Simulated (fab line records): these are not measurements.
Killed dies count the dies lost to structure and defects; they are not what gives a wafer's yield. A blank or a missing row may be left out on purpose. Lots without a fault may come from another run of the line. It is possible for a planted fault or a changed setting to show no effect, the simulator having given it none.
A struck lot beside a sound one || flow n5_finfet || 35 steps out of a route of 1938
Sound: the wafers L759.1, L759.2, L759.4. Struck: wafer L762.2. (L762.4 of the same lot was not struck and is left out.) The cause comes at the end.
Order at every step that has rows: each side's tool, ch and its chambers, its first start. Under that, the readings that differ: sound wafers || struck wafers || difference of the means || sigmas: that difference in standard deviations of wafers without a fault.
alike: readings whose means differ by less than 2 such deviations, and words and numbers that are the same on both sides. not compared: withheld readings, readings that some wafer has no value for, bounds like >300 that may hide the same value, and numbers for which the record gives no deviation and whose values overlap.
The two part at a step that has a row with sigmas, a row that says differs or no value, or rows on one side only. Numbers that don't overlap but have no deviation are shown without sigmas and don't part them. A reading missing from all wafers of one side parts the sides only when that side holds two or more wafers.

first, 9 steps without rows for these wafers: N5_BEOL_M6_COAT_22 (resist thk 30 nm); N5_BEOL_M6_EBR_24; N5_BEOL_M6_SOFTBAKE_23 (time 60 s); N5_BEOL_M6_EXPOSE_25 (exposes mask V5, target cd 40 nm); N5_BEOL_M6_PEB_26 (peb time 60 s); N5_BEOL_M6_DEVELOP_27 (develop time 30 s); N5_BEOL_M6_DESCUM_33 (chemistry O2, time 7 s); N5_BEOL_M6_ETCH_72 (etches underlayer in N2/H2, target depth 6.5 nm, time 5.2 s); N5_BEOL_M6_ETCH_65 (etches SiARC in CF4, target depth 15.6 nm, time 26 s).
N5_BEOL_M6_ETCH_66: etches SOC in N2/H2, target depth 80 nm, overetch 16 nm, time 120 s.
  sound on rie_diel-05 ch 1,2,3, day 12 10:07; struck on rie_diel-05 ch 0, day 12 18:34
{"reading": "rf_fwd_power_W (W)", "sound": "832.3 835.0 837.6", "struck": 828.2, "difference": -6.8, "sigmas": -2}
  alike: drypump_motor_current_A, oes_product_au, rf_vpp_V, showerhead_plenum_p_Torr, throttle_valve_pct
  not compared: rf_hours_counter_h
then, 24 steps without rows for these wafers: N5_BEOL_M6_STRIP_69 (strips in N2/H2); N5_BEOL_M6_STRIP_73 (strips in N2/H2); N5_BEOL_M6_VIA_ETCH_34 (etches SiCOH lowk in C4F6/O2, target depth 126.3 nm, time 50.9 s); N5_BEOL_M6_STRIP_76 (strips in C4F6/O2); N5_BEOL_M6_STRIP_36 (strips in N2/H2); N5_BEOL_M6_TRENCH_ETCH_37 (etches SiCOH lowk in C4F6/O2, target depth 94.435 nm, time 31.5 s); N5_BEOL_M6_ETCH_41 (etches SiCN in CH3F/O2, target depth 29.7 nm, time 52 s); N5_BEOL_M6_STRIP_80 (strips in N2/H2, time 10 s); N5_BEOL_M6_HM_STRIP_39 (strips TiN in peroxide tin strip, target depth 25 nm, time 158 s); N5_BEOL_M6_SRD_40 (time 30 s); N5_BEOL_M6_PRECLEAN_42 (cleans in residue remover, time 60 s); N5_BEOL_M6_SRD_43 (time 30 s); N5_BEOL_M6_CURE_75 (cures SiCOH lowk, time 120 s); N5_BEOL_M6_DEGAS_44 (time 60 s); N5_BEOL_M6_PRE_CLEAN_45 (time 30 s); N5_BEOL_M6_ALD_77 (deposits TaN, target thk 2 nm, pulse time 2 s, purge time 3 s); N5_BEOL_M6_SURFACE_TREAT_79; N5_BEOL_M6_CVD_78 (deposits Co from CCTBA/H2, target thk 2 nm, time 142.3 s); N5_BEOL_M6_SPUTTER_48 (material Cu, target thk 10 nm, time 1.667 s); N5_BEOL_M6_ECD_50 (material Cu, target thk 300 nm); N5_BEOL_M6_ANNEAL_51 (time 90 s); N5_BEOL_M6_CMP_52 (polishes, stops on SiCOH lowk, t overpolish 6.9 s, target thk 80 nm); N5_BEOL_M6_PRE_CLEAN_55 (time 15 s); N5_BEOL_M6_DEP_56 (deposits SiCN from 3MS/NH3, target thk 10 nm, time 17.5 s).
-- the record jumps here: 3 days lie between the struck wafers' starts before and after (it left off in module BEOL_M6 and takes up again in module PASSIVATION, whose first step shown is number 1936 of the route) --
N5_PASSIVATION_PROBE_49:
  sound on prober-01 at day 15 23:07; struck on prober-02 at day 16 03:28
{"reading": "defect_limited_yield (%)", "sound": "91.9 91.5 94.3", "struck": 82.5, "difference": -10.1, "sigmas": -7}
{"reading": "killed_at_M4_up", "sound": "16 20 11", "struck": 100, "difference": "+84", "sigmas": "+16"}
{"reading": "killed_dies", "sound": "95 100 67", "struck": 206, "difference": "+119", "sigmas": "+7"}
{"reading": "killed_on_rim", "sound": "16 11 8", "struck": 32, "difference": "+20", "sigmas": "+5"}
{"reading": "sort_bin_5_function (%)", "sound": "4.1 4.8 3.2", "struck": 10.7, "difference": "+6.7", "sigmas": "+7"}
{"reading": "sort_bin_6_memory (%)", "sound": "3.7 3.1 2.2", "struck": 4.9, "difference": "+1.9", "sigmas": "+3"}
{"reading": "sort_n_pass", "sound": "1085 1080 1113", "struck": 974, "difference": -119, "sigmas": -6}
{"reading": "sort_yield_pct (%)", "sound": "91.9 91.5 94.3", "struck": 82.5, "difference": -10.1, "sigmas": -6}
  alike: killed_at_M0_to_M3, killed_at_contacts, killed_at_front_end, killed_at_other, killed_open, killed_short, sort_bin_8_speed

== WHERE THEY PART ==
At N5_BEOL_M6_ETCH_66 first; at N5_PASSIVATION_PROBE_49 last (within this record only).

WHY: what had been put in by the simulator
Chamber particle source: rie_diel-05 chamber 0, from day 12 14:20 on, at N5_BEOL_M6_ETCH_66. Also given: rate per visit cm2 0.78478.
